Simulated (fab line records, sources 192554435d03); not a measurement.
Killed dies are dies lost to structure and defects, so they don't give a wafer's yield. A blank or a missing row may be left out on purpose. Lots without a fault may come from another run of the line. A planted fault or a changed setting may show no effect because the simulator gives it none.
Chamber matching | flow n5_finfet | N5_BEOL_M15_DESCUM_33 on rie_diel-05: 4 sister chambers
The step chemistry O2, time 7.9 s. 24 wafers are shown with their chamber, then 12 later ones without.

WAFERS WITH THEIR CHAMBER
wafer  | chamber | drypump_motor_current_A (A) | throttle_valve_pct (%) | showerhead_plenum_p_Torr (Torr)
L077.3 | 3       | 5.9                         | 20.67                  | 2.14
L077.5 | 1       | 5.3                         | 20.36                  | 2.14
L077.6 | 0       | 6.6                         | 20.24                  | 2.02
L078.1 | 3       | 5.9                         | 20.67                  | 2.14
L078.2 | 0       | 6.6                         | 20.24                  | 2.02
L078.3 | 2       | 6.6                         | 20.66                  | 2.10
L079.2 | 3       | 5.9                         | 20.66                  | 2.14
L079.4 | 0       | 6.6                         | 20.24                  | 2.02
L079.5 | 1       | 5.3                         | 20.34                  | 2.14
L081.1 | 0       | 6.6                         | 20.27                  | 2.02
L081.2 | 2       | 6.6                         | 20.66                  | 2.10
L081.6 | 2       | 6.6                         | 20.65                  | 2.10
L082.1 | 1       | 5.4                         | 20.36                  | 2.14
L082.3 | 3       | 5.9                         | 20.67                  | 2.14
L082.4 | 2       | 6.6                         | 20.68                  | 2.10
L085.2 | 3       | 5.8                         | 20.67                  | 2.14
L085.4 | 2       | 6.6                         | 20.67                  | 2.10
L085.6 | 2       | 6.6                         | 20.66                  | 2.10
L086.3 | 0       | 6.6                         | 20.27                  | 2.01
L086.4 | 1       | 5.3                         | 20.36                  | 2.13
L086.6 | 1       | 5.3                         | 20.36                  | 2.13
L087.2 | 2       | 6.6                         | 20.69                  | 2.10
L087.4 | 3       | 5.8                         | 20.69                  | 2.13
L087.6 | 0       | 6.6                         | 20.27                  | 2.01

SIGNATURES (means of the wafers above)
reading                  | chamber 0 | chamber 1 | chamber 2 | chamber 3 | scatter within a chamber
drypump_motor_current_A  | 6.600     | 5.320     | 6.600     | 5.867     | 0.0327
throttle_valve_pct       | 20.2550   | 20.3560   | 20.6671   | 20.6717   | 0.0128
showerhead_plenum_p_Torr | 2.0167    | 2.1360    | 2.1000    | 2.1383    | 0.0041
Rule: a wafer's distance from a chamber is the root of the sum, over the readings, of the square of ((its reading less the chamber's mean) divided by the reading's scatter). The wafer belongs to the nearest chamber; if the next one is less than 2 further off, it can't be placed. The scatter: the root of (the sum of the squares of (reading less its chamber's mean) over the shown wafers, divided by (wafers less chambers)).

WAFERS WITHOUT THEIR CHAMBER
wafer  | drypump_motor_current_A (A) | throttle_valve_pct (%) | showerhead_plenum_p_Torr (Torr)
L090.2 | 6.6                         | 20.30                  | 2.01
L090.3 | 6.6                         | 20.68                  | 2.10
L090.5 | 6.6                         | 20.28                  | 2.01
L091.3 | 5.8                         | 20.69                  | 2.13
L091.4 | 6.6                         | 20.28                  | 2.01
L091.6 | 5.3                         | 20.40                  | 2.13
L094.2 | 5.3                         | 20.41                  | 2.13
L094.4 | 6.7                         | 20.70                  | 2.09
L094.5 | 6.6                         | 20.71                  | 2.09
L095.1 | 6.6                         | 20.72                  | 2.09
L095.2 | 5.8                         | 20.71                  | 2.13
L095.3 | 5.3                         | 20.40                  | 2.13

WHICH CHAMBER EACH WENT THROUGH
wafer  | from the rows above | in truth
L090.2 | 0                   | 0
L090.3 | 2                   | 2
L090.5 | 0                   | 0
L091.3 | 3                   | 3
L091.4 | 0                   | 0
L091.6 | 1                   | 1
L094.2 | 1                   | 1
L094.4 | 2                   | 2
L094.5 | 2                   | 2
L095.1 | 2                   | 2
L095.2 | 3                   | 3
L095.3 | 1                   | 1
Placed correctly: 12 of 12. Can't be placed from these rows: 0. Placed wrongly: 0.
